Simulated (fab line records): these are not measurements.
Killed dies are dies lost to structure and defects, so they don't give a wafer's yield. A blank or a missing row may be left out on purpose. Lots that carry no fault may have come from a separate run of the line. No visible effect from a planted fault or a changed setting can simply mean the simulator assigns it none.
Matching of chambers + flow nand_harc + 4 sister chambers for NHARC_A_STAIRCASE_CMP_450 on cmp-01
The step polishes SiO2, target thk 200 nm. 8 wafers are shown with their chamber, then 8 later ones without.

## WAFERS, EACH WITH ITS CHAMBER
| wafer  | chamber | motor_current_A (A) | slurry_flow_ml_min |
|--------|---------|---------------------|--------------------|
| L597.1 | 1       | 12.7                | 149.9              |
| L598.1 | 2       | 12.6                | 150.1              |
| L598.4 | 1       | 12.6                | 150.0              |
| L598.6 | 0       | 13.1                | 150.1              |
| L599.1 | 2       | 12.7                | 149.9              |
| L599.4 | 3       | 9.8                 | 150.4              |
| L599.6 | 0       | 12.4                | 149.6              |
| L604.2 | 3       | 11.2                | 150.4              |

## WAFERS WITHOUT THEIR CHAMBER
| wafer  | motor_current_A (A) | slurry_flow_ml_min |
|--------|---------------------|--------------------|
| L604.5 | 10.6                | 150.2              |
| L604.6 | 12.9                | 150.0              |
| L607.2 | 12.6                | 150.6              |
| L607.3 | 12.6                | 149.8              |
| L607.5 | 12.5                | 149.8              |
| L612.2 | 12.7                | 150.3              |
| L612.5 | 13.0                | 150.6              |
| L612.6 | 10.8                | 150.0              |

## THE CHAMBER EACH PASSED THROUGH
| wafer  | from the rows above               | in truth |
|--------|-----------------------------------|----------|
| L604.5 | 3                                 | 3        |
| L604.6 | can't be placed: 2 or 1 or 0      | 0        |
| L607.2 | can't be placed: 2 or 1 or 0 or 3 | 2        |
| L607.3 | can't be placed: 0 or 1 or 2      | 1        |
| L607.5 | can't be placed: 0 or 1 or 2      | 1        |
| L612.2 | can't be placed: 2 or 1 or 0      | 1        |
| L612.5 | can't be placed: 2 or 1 or 0 or 3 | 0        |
| L612.6 | can't be placed: 3 or 2 or 1 or 0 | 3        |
Placed correctly: 1 of 8. Not placeable from these rows: 7 (in 7, the candidates include the true chamber). 0 placed wrongly.
How it was worked out, from the rows above alone: a wafer's distance from a chamber is the root of the sum, over the readings, of the square of ((its reading less the chamber's mean) divided by the reading's scatter). The wafer belongs to the nearest chamber; if the next one is less than 2 further off, it can't be placed. The mean given for a chamber averages the wafers shown for that chamber. The scatter: take each reading less its chamber's mean, square it, sum over the shown wafers, divide by the number of wafers less the number of chambers, and take the root.
